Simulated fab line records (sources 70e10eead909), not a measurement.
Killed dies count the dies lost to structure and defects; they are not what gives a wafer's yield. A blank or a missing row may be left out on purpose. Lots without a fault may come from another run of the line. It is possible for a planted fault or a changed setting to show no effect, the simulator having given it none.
Matching of chambers -- flow nand_harc -- 4 sister chambers for NHARC_P_BONDPAD_CMP_19 on cmp-02
The step polishes, t overpolish 30 s, cu recess touch 16 s, target thk 160.81 nm. 8 wafers are shown with their chamber, then 7 later ones without.

== WAFERS, EACH WITH ITS CHAMBER ==
wafer,chamber,motor_current_A (A),overpolish_run_s (s)
L173.6,2,12.3,29.986
L174.3,1,10.0,29.994
L174.4,3,11.3,30.008
L174.5,3,11.3,29.996
L175.5,0,9.9,30.002
L175.6,1,10.3,30.005
L179.3,2,12.6,30.003
L179.5,0,9.9,30.010

== WAFERS WITHOUT THEIR CHAMBER ==
wafer,motor_current_A (A),overpolish_run_s (s)
L179.6,10.2,30.003
L180.1,11.6,29.992
L180.2,9.5,29.995
L180.5,12.6,30.005
L184.1,11.7,29.995
L184.2,10.5,29.986
L184.5,11.0,29.996

== WHICH CHAMBER EACH ONE RAN IN ==
wafer,from the rows above,in truth
L179.6,can't be placed: 1 or 0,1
L180.1,3,3
L180.2,can't be placed: 0 or 1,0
L180.5,2,2
L184.1,3,3
L184.2,can't be placed: 1 or 0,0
L184.5,3,3
Correctly placed: 4 of 7. Cannot be placed on the basis of these rows: 3; the candidates contain the true chamber in 3. Wrongly placed: 0.
How it was worked out, from the rows above alone: a wafer's distance from a chamber is the root of the sum, over the readings, of the square of ((its reading less the chamber's mean) divided by the reading's scatter). If the next closest chamber is less than 2 further off than the closest, the wafer can't be placed; otherwise it belongs to the closest. For every chamber, the mean is computed from those of its wafers that are shown. The scatter: take each reading less its chamber's mean, square it, sum over the shown wafers, divide by the number of wafers less the number of chambers, and take the root.
